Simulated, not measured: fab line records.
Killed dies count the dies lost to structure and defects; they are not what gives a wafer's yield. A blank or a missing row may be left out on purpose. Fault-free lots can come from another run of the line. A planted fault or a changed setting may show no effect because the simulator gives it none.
Matching of chambers ; flow n5_finfet ; N5_SD_EPI_N_ETCH_35 on rie_diel-02: 4 sister chambers
The step etches SOC in N2/H2, overetch 108 nm, time 486 s. 8 wafers are shown with their chamber, then 8 later ones without.

WAFERS, EACH WITH ITS CHAMBER
wafer;chamber;showerhead_plenum_p_Torr (Torr);throttle_valve_pct (%)
L077.5;3;2.58;23.9
L078.2;1;2.70;23.9
L082.1;2;2.67;23.3
L082.4;3;2.57;23.9
L084.1;1;2.70;24.0
L084.4;2;2.66;23.3
L084.6;0;2.56;24.0
L089.2;0;2.56;24.0

WAFERS WHOSE CHAMBER IS MISSING
wafer;showerhead_plenum_p_Torr (Torr);throttle_valve_pct (%)
L089.4;2.57;23.9
L089.5;2.69;24.0
L095.1;2.56;23.9
L095.4;2.69;24.0
L095.6;2.56;23.9
L096.1;2.55;24.0
L096.4;2.69;24.0
L096.6;2.55;24.0

EACH ONE'S CHAMBER
wafer;from the rows above;in truth
L089.4;3;3
L089.5;1;1
L095.1;can't be placed: 0 or 3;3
L095.4;1;1
L095.6;can't be placed: 0 or 3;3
L096.1;0;0
L096.4;1;1
L096.6;0;0
6 of 8 placed correctly. From these rows, 2 cannot be placed; in 2 the true chamber is one of the candidates. Wrongly placed: 0.
How it was worked out, from the rows above alone: a wafer's distance from a chamber is the root of the sum, over the readings, of the square of ((its reading less the chamber's mean) divided by the reading's scatter). If the next closest chamber is less than 2 further off than the closest, the wafer can't be placed; otherwise it belongs to the closest. Each chamber's mean is taken over the wafers shown for it. The scatter is the square root of a quotient: the sum, over the shown wafers, of each reading's squared deviation from its chamber's mean, divided by wafers minus chambers.
